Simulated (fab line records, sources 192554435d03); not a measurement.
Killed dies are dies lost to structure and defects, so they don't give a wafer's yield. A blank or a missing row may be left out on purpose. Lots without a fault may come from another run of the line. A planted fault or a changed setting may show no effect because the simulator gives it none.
Problem report in the 8D (eight disciplines) form, filled by code | flow n5_finfet | the parts of the form that need people (team, actions taken, sign-off) are left out

1. THE PROBLEM
killed_at_M4_up at N5_PASSIVATION_PROBE_49 reads a mean of 66 on 6 wafers of 2 lots; wafers without a fault read 13 with a standard deviation of 4.7. That is +11 standard deviations from the usual mean.
First seen on wafer L923.1, day 16 23:07, on prober-01. The record holds 12 wafers of 4 lots with a number at this step. Rule for "out", or "out of limits": more than 4 standard deviations from the usual mean. The other wafers with a number count as sound.

2. WHAT IT IS AND WHAT IT IS NOT
question                    | is                     | is not
which readings at this step | killed_at_M4_up        | killed_at_M0_to_M3, killed_at_front_end
which lots                  | L922, L923             | L921, L931
which wafers of those lots  | all that have a number | -
read on which tools         | prober-01              | prober-02
when                        | from day 16 23:07      | up to then (3 sound wafers); but 3 sound wafers of L931 came after

3. SUSPECTS, AND WHAT RULES EACH OUT
Counting: a tool at a process step up to the reading stays a suspect if it ran every lot that is out and no sound lot after the first of them.
- rie_diel-06 at N5_BEOL_M5_STRIP_91 (strips in N2/H2, time 10 s): kept. It ran every lot that is out, first L923 (day 12 14:59), and no sound lot after that; its last sound lot up to then is L921 (day 11 19:17).
- prober-01 at N5_PASSIVATION_PROBE_49: kept. It ran every lot that is out, first L923 (day 16 23:07), and no sound lot after that. Its own readings are out on those wafers: killed_at_M4_up.
Left after counting: rie_diel-06 at N5_BEOL_M5_STRIP_91, prober-01 at N5_PASSIVATION_PROBE_49.

4. THE CAUSE (what the simulator had put in)
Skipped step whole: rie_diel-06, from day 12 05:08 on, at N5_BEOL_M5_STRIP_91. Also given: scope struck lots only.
Counting left 2 suspects, and this tool is among them.

5. THE CHAIN OF EFFECTS, in route order
Each row: a reading whose mean over the struck wafers that have a number lies more than 3 standard deviations from the usual. Only readings for which the record gives a usual standard deviation are gone through. hours: the time from each lot's start at the first step in this table that gives one to its start at this step, as a median over the lots. sigmas: the change in usual standard deviations.
hours | step                    | reading              | usual  | on struck wafers | change | sigmas
0     | N5_PASSIVATION_PROBE_49 | defect_limited_yield | 91.5 % | 86.4             | -5.1   | -3.9
0     | N5_PASSIVATION_PROBE_49 | killed_at_M4_up      | 13     | 66               | +54    | +11
0     | N5_PASSIVATION_PROBE_49 | killed_dies          | 101    | 161              | +60    | +4.0
0     | N5_PASSIVATION_PROBE_49 | killed_open          | 67     | 114              | +47    | +3.9
0     | N5_PASSIVATION_PROBE_49 | sort_bin_5_function  | 5.0 %  | 7.8              | +2.8   | +3.2
0     | N5_PASSIVATION_PROBE_49 | sort_bin_6_memory    | 3.2 %  | 5.1              | +1.9   | +3.1
0     | N5_PASSIVATION_PROBE_49 | sort_n_pass          | 1079   | 1019             | -60    | -3.7
0     | N5_PASSIVATION_PROBE_49 | sort_yield_pct       | 91.4 % | 86.4             | -5.0   | -3.6
The process steps in it:
- N5_PASSIVATION_PROBE_49
Readings that are blank on the struck wafers while sound wafers have them: bias_power_w at N5_BEOL_M5_STRIP_91; chamber_pressure_mTorr at N5_BEOL_M5_STRIP_91; drypump_motor_current_A at N5_BEOL_M5_STRIP_91; h2_flow_sccm at N5_BEOL_M5_STRIP_91; n2_flow_sccm at N5_BEOL_M5_STRIP_91; oes_product_au at N5_BEOL_M5_STRIP_91; rf_vpp_V at N5_BEOL_M5_STRIP_91; showerhead_plenum_p_Torr at N5_BEOL_M5_STRIP_91; and 1 more.

6. WHAT WOULD HAVE CAUGHT IT SOONER
In this record the first reading out of limits was taken at day 16 23:07, 114 hours after the fault began at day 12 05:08.
At N5_BEOL_M5_STRIP_91 the tool's readings are blank on the struck wafers, where sound wafers have them: an empty tool record is the first sign, and it was there at once.
All the lots that are out (2) had begun N5_BEOL_M5_STRIP_91 on rie_diel-06 by day 16 23:07. A hold on the tool at that time would have spared none of them.
